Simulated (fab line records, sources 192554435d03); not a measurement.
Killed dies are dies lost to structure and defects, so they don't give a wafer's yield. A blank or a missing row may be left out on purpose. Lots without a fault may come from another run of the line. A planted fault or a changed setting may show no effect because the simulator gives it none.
Which tool did it? | flow n5_finfet | 8 lots, 24 wafers sampled, at 3 steps of a route of 1938

WHAT THE GAUGES READ, wafer by wafer
N5_BEOL_M3_CD_MEAS_28: target cd 25.7 nm, target cd y 23.3 nm.
lot  | measured     | on        | cd_nm (nm)
L547 | day 8 20:16  | cd_sem-03 | 25.63 22.27 25.61
L556 | day 10 23:51 | cd_sem-03 | 25.96 25.47 25.60
L554 | day 11 04:17 | cd_sem-03 | 25.49 25.46 26.00
L559 | day 11 18:20 | cd_sem-02 | 25.60 25.78 25.72
L560 | day 12 01:51 | cd_sem-03 | 25.51 25.46 25.39
L562 | day 12 14:43 | cd_sem-02 | 25.65 25.28 25.26
L564 | day 13 08:19 | cd_sem-03 | 25.72 25.78 25.50
L563 | day 13 11:39 | cd_sem-03 | 25.48 25.52 25.52

WHICH TOOL RAN EACH LOT (tool, then ch and the chambers of the sampled wafers, then the start)
lot  | N5_BEOL_M3_ETCH_64                 | N5_BEOL_M3_EXPOSE_25
L547 | rie_diel-03 ch 2,3, day 8 19:35    | euv_scanner-01 ch 0, day 8 20:07
L556 | rie_diel-06 ch 1,2,3, day 10 23:02 | euv_scanner-01 ch 0, day 10 23:43
L554 | rie_diel-05 ch 1,2, day 11 03:37   | euv_scanner-01 ch 0, day 11 04:10
L559 | rie_diel-05 ch 0,1,3, day 11 17:32 | euv_scanner-01 ch 0, day 11 18:11
L560 | rie_diel-05 ch 2,3, day 12 01:11   | euv_scanner-01 ch 0, day 12 01:43
L562 | rie_diel-03 ch 0,1,3, day 12 13:56 | euv_scanner-01 ch 0, day 12 14:35
L564 | rie_diel-03 ch 0,1,2, day 13 07:29 | euv_scanner-02 ch 0, day 13 08:10
L563 | rie_diel-03 ch 0,1,2, day 13 10:44 | euv_scanner-02 ch 0, day 13 11:32
- N5_BEOL_M3_ETCH_64: etches SOC in N2/H2, target depth 75 nm, overetch 15 nm, time 112.5 s.
- N5_BEOL_M3_EXPOSE_25: exposes mask V2, defocus 5 nm.

THE ANSWER, worked out from the rows above alone
Rule: what is usual is taken from the lots themselves. Put in order of their means at a reading, lots are off if they are a third of the lots or fewer, leave a main group of 4 or more, and stand apart from it by a gap of 3 or more times the standard deviation of the main group's means; of several such gaps the widest counts. A main group whose means are all the same, to the digits that the tables above print for the reading, isn't used. A lot without any number at a reading at which 4 lots or more have one is off too. The other lots that the step has rows for count as sound.
Off: L547, at N5_BEOL_M3_CD_MEAS_28 (cd_nm). The main group: mean 25.58 nm, standard deviation 0.11.
A tool fits if, at a process step before that reading, it ran every lot that is off, and no sound lot after the first of them. The gauges at N5_BEOL_M3_CD_MEAS_28 are tried like those tools. None of those tried fits.

WHAT THE SIMULATOR HAD PUT IN
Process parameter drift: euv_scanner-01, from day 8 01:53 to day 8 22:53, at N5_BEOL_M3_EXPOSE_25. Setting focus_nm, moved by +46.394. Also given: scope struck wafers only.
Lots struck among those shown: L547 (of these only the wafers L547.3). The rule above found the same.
